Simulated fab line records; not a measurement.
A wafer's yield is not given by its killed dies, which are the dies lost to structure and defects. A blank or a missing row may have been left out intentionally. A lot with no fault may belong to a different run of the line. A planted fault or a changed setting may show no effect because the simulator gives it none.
Comparing a struck lot with a sound one / flow n5_finfet / 38 steps out of a route of 1938
Sound: these wafers, L208.2, L208.4, L208.6. Struck: wafer L219.4. (L219.2 of the same lot was not struck and is left out.) The cause comes at the end.
At each step with rows: each side's tool, then ch and its chambers, then its first start. Under that, the readings that differ: sound wafers / struck wafers / difference of the means / sigmas: that difference in standard deviations of wafers without a fault.
alike: words and numbers the same on both sides, and readings whose means are apart by under 2 such deviations; not compared: readings that were withheld, readings missing a value for some wafer, numbers with overlapping values and no deviation given by the record, and bounds like >300 which may hide the same value.
Wherever a step has rows on one side only, a row that says differs or no value, or a row with sigmas, the two part there. Non-overlapping numbers with no deviation appear without sigmas and do not part them. Lack of a reading on every wafer of one side parts them only where that side has two or more wafers.

first, 9 steps without rows for these wafers: N5_BEOL_M9_DESCUM_33 (chemistry O2, time 7 s); N5_BEOL_M9_ETCH_76 (etches underlayer in N2/H2, target depth 6.5 nm, time 5.2 s); N5_BEOL_M9_ETCH_65 (etches SiARC in CF4, target depth 15.6 nm, time 26 s); N5_BEOL_M9_ETCH_66 (etches SOC in N2/H2, target depth 80 nm, overetch 16 nm, time 120 s); N5_BEOL_M9_STRIP_69 (strips in N2/H2); N5_BEOL_M9_STRIP_77 (strips in N2/H2); N5_BEOL_M9_VIA_ETCH_34 (etches SiCOH lowk in C4F6/O2, target depth 182.4 nm, time 68.4 s); N5_BEOL_M9_STRIP_73 (strips in C4F6/O2); N5_BEOL_M9_STRIP_36 (strips in N2/H2).
N5_BEOL_M9_TRENCH_ETCH_37: etches SiCOH lowk in C4F6/O2, target depth 151.43 nm, time 49 s.
  sound on rie_diel-01 ch 0,1,3, day 11 04:47; struck on rie_diel-01 ch 0, day 13 18:38
reading=oes_product_au (a.u.); sound=0.76 0.87 0.72; struck=0.60; difference=-0.18; sigmas=-2
reading=model.etch.depth_nm (nm); sound=151.2 155.8 153; struck=105.9; difference=-47.4; sigmas=
reading=model.BEOL_M9.feature_depth_nm (nm); sound=151.2 155.8 153; struck=105.8; difference=-47.5; sigmas=
reading=model.TiN_of_BEOL_M9_HM_DEP_02.thk_nm (nm); sound=16 15.8 16; struck=17.2; difference=+1.3; sigmas=
  alike: drypump_motor_current_A, rf_vpp_V, showerhead_plenum_p_Torr, throttle_valve_pct
  not compared: rf_hours_counter_h
then, 2 steps without rows for these wafers: N5_BEOL_M9_ETCH_41 (etches SiCN in CH3F/O2, target depth 36.6 nm, time 70.1 s); N5_BEOL_M9_STRIP_80 (strips in N2/H2, time 10 s).
N5_BEOL_M9_OCD_MEAS_38:
  struck on ocd-02, day 13 18:49; sound on ocd-02, day 11 04:57
reading=trench_depth_nm (nm); sound=151.1 155.5 152.7; struck=106.2; difference=-46.9; sigmas=-22
then, 13 steps without rows for these wafers: N5_BEOL_M9_HM_STRIP_39 (strips TiN in peroxide tin strip, target depth 25 nm, time 158 s); N5_BEOL_M9_SRD_40 (time 30 s); N5_BEOL_M9_PRECLEAN_42 (cleans in residue remover, time 60 s); N5_BEOL_M9_SRD_43 (time 30 s); N5_BEOL_M9_CURE_72 (cures SiCOH lowk, time 120 s); N5_BEOL_M9_DEGAS_44 (time 60 s); N5_BEOL_M9_PRE_CLEAN_45 (time 30 s); N5_BEOL_M9_ALD_74 (deposits TaN, target thk 2 nm, pulse time 2 s, purge time 3 s); N5_BEOL_M9_SURFACE_TREAT_79; N5_BEOL_M9_CVD_78 (deposits Co from CCTBA/H2, target thk 2 nm, time 138.9 s); N5_BEOL_M9_SPUTTER_48 (material Cu, target thk 12 nm, time 2 s); N5_BEOL_M9_ECD_50 (material Cu, target thk 318 nm); N5_BEOL_M9_ANNEAL_51 (time 90 s).
N5_BEOL_M9_CMP_52: polishes, stops on SiCOH lowk, t overpolish 7 s, target thk 140 nm.
  sound on cmp-03 ch 2,3, day 11 07:32; struck on cmp-04 ch 2, day 13 21:42
reading=model.Cu_of_BEOL_M9_ECD_50.thk_nm (nm); sound=141 144.4 142; struck=97.2; difference=-45.3; sigmas=
  alike: motor_current_A
N5_BEOL_M9_THK_MEAS_53: measures by xrf.
  struck on film_metro-01, day 13 21:59; sound on film_metro-01, day 11 07:49
reading=M9_THK (nm); sound=140.3 143.6 141.1; struck=97.2; difference=-44.5; sigmas=-16
then, 2 steps without rows for these wafers: N5_BEOL_M9_PRE_CLEAN_55 (time 15 s); N5_BEOL_M9_DEP_56 (deposits SiCN from 3MS/NH3, target thk 15 nm, time 26.5 s).
N5_BEOL_M9_RS_MEAS_57: a four-point-probe measurement.
  struck on film_metro-02, day 13 22:08; sound on film_metro-02, day 11 07:58
reading=M9_RS (ohm/sq); sound=0.1496 0.1464 0.1485; struck=0.2270; difference=+0.0788; sigmas=+28
then, 5 steps without rows for these wafers: N5_BEOL_M10_ILD_DEP_00 (deposits SiCOH lowk from DEMS/porogen, target thk 308.51 nm, time 58 s); N5_BEOL_M10_CURE_71 (cures SiCOH lowk, time 240 s); N5_BEOL_M10_PECVD_70 (deposits SiO2 from TEOS/O2, target thk 20 nm, time 22.7 s); N5_BEOL_M10_HM_DEP_02 (deposits TiN, target thk 20 nm); N5_BEOL_M10_COAT_59 (time 60 s, resist thk 100 nm).
N5_BEOL_M15_RC_MEAS_101:
  sound on prober-01 ch 0, day 13 06:56; struck on prober-02 ch 0, day 15 12:34
reading=COMB_M7 (S/m); sound=2.8e-11 3.5e-11 2.6e-11; struck=1.9e-11; difference=-1.1e-11; sigmas=-2
reading=SERP_M9 (ohm/um); sound=3.03 2.94 2.99; struck=4.59; difference=+1.60; sigmas=+24
reading=SERP_M9_max_site (ohm/um); sound=3.10 3.07 3.09; struck=4.70; difference=+1.61; sigmas=+22
  alike: COMB_M10, COMB_M11, COMB_M12, COMB_M12_max_site, COMB_M13, COMB_M14, COMB_M15, COMB_M5, COMB_M6, COMB_M6_max_site, COMB_M8, SERP_M10, SERP_M11, SERP_M12, SERP_M12_max_site, SERP_M13, SERP_M14, SERP_M5, SERP_M6, SERP_M7, SERP_M8
N5_PASSIVATION_PROBE_49:
  struck on prober-02, day 16 02:56; sound on prober-02, day 14 05:00
reading=killed_at_M4_up; sound=5 9 13; struck=25; difference=+16; sigmas=+3
reading=sort_bin_8_speed (%); sound=0 0 0; struck=0.17; difference=+0.17; sigmas=
  alike: defect_limited_yield, killed_at_M0_to_M3, killed_at_contacts, killed_at_front_end, killed_at_other, killed_dies, killed_on_rim, killed_open, killed_short, sort_bin_5_function, sort_bin_6_memory, sort_n_pass

## WHERE THEY PART
First at N5_BEOL_M9_TRENCH_ETCH_37; last, within this record, at N5_PASSIVATION_PROBE_49.

WHY: the cause the simulator had injected
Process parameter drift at N5_BEOL_M9_TRENCH_ETCH_37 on rie_diel-01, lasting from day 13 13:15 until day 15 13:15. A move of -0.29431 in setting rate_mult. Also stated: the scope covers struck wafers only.
